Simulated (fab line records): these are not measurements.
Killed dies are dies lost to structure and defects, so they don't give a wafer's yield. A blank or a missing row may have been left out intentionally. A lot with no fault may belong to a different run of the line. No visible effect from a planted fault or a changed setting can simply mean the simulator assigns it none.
2 desks, one fault :: flow n5 finfet :: what lay behind the numbers comes last; until then each desk has only its own

THE DEFECT DESK
Counts from the inspections along the route, per lot, as means over the sampled wafers that have a number. If a lot's mean is further than 4 standard deviations from the usual mean, the lot is out of limits and carries the mark OUT (the distance appears in the brackets).
Columns: A = raw defect count at N5_BEOL_M9_INSPECT_58, usual 69
lot: L621
first seen here: day 9 21:37
A: 52

lot: L623
first seen here: day 10 07:47
A: 92

lot: L624
first seen here: day 10 11:16
A: 79

lot: L625
first seen here: day 10 17:25
A: 69

lot: L626
first seen here: day 10 19:34
A: 88

lot: L628
first seen here: day 11 11:18
A: 68

lot: L631
first seen here: day 12 07:54
A: 85

lot: L630
first seen here: day 12 08:07
A: 62

lot: L638
first seen here: day 14 02:27
A: 76

lot: L640
first seen here: day 14 23:44
A: 54

lot: L641
first seen here: day 15 00:16
A: 83

lot: L639
first seen here: day 15 00:35
A: 64

lot: L642
first seen here: day 15 13:07
A: 73

lot: L644
first seen here: day 16 08:01
A: 75
Finding of this desk: none of the 14 lots has anything out of limits.

DESK OF THE TOOL OWNER: litho track-03
The tool's own readings at N5_BEOL_M10_DEVELOP_10 (develop time 30 s): means of the sampled wafers that have a number, for each lot that ran on this tool. If a lot's mean is further than 4 standard deviations from the usual mean, the lot is out of limits and carries the mark OUT (the distance appears in the brackets).
Columns: A = chill plate temp C at N5_BEOL_M10_DEVELOP_10, usual 22.97 C
lot: L621
first seen here: day 9 23:34
A: 23.00

lot: L625
first seen here: day 10 19:07
A: 22.94

lot: L639
first seen here: day 15 03:17
A: 23.04

lot: L642
first seen here: day 15 14:59
A: 22.89
Finding of this desk: none of the 4 lots has anything out of limits.

BROUGHT TOGETHER
The defect desk saw nothing out of limits.
The tool owner's desk saw nothing out of limits.

WHAT WAS PUT IN BY THE SIMULATOR
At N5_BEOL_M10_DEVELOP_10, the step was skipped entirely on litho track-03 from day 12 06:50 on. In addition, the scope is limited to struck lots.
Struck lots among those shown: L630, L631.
